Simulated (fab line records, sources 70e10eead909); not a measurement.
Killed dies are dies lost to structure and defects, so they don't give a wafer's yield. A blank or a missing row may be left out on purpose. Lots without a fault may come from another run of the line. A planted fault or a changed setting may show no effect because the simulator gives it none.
Which tool did it? | flow nand_harc | 6 lots, 18 wafers sampled, at 1 step of a route of 1159

WHAT THE GAUGES READ, wafer by wafer
NHARC_A_SGD_CUT_CD_MEAS_09: target cd 100 nm.
lot  | measured     | on        | cd_nm (nm)
L825 | day 15 03:36 | cd_sem-01 | 100.0 99.8 100.1
L831 | day 16 19:38 | cd_sem-03 | 99.6 99.9 100.7
L832 | day 17 22:05 | cd_sem-03 | 100.6 100.5 100.0
L834 | day 18 07:00 | cd_sem-02 | 99.4 100.4 99.7
L838 | day 19 00:06 | cd_sem-02 | 99.5 100.1 99.6
L839 | day 19 12:58 | cd_sem-03 | 100.1 100.5 100.1

WHICH TOOL RAN EACH LOT (tool, then ch and the chambers of the sampled wafers, then the start)
The record holds no process step before these readings.

THE ANSWER, worked out from the rows above alone
Rule: what is usual is taken from the lots themselves. Put in order of their means at a reading, lots are off if they are a third of the lots or fewer, leave a main group of 4 or more, and stand apart from it by a gap of 3 or more times the standard deviation of the main group's means; of several such gaps the widest counts. A main group whose means are all the same, to the digits that the tables above print for the reading, isn't used. A lot without any number at a reading at which 4 lots or more have one is off too. The other lots that the step has rows for count as sound.
No lot is off at any reading shown: from this, nothing can be told.

WHAT THE SIMULATOR HAD PUT IN
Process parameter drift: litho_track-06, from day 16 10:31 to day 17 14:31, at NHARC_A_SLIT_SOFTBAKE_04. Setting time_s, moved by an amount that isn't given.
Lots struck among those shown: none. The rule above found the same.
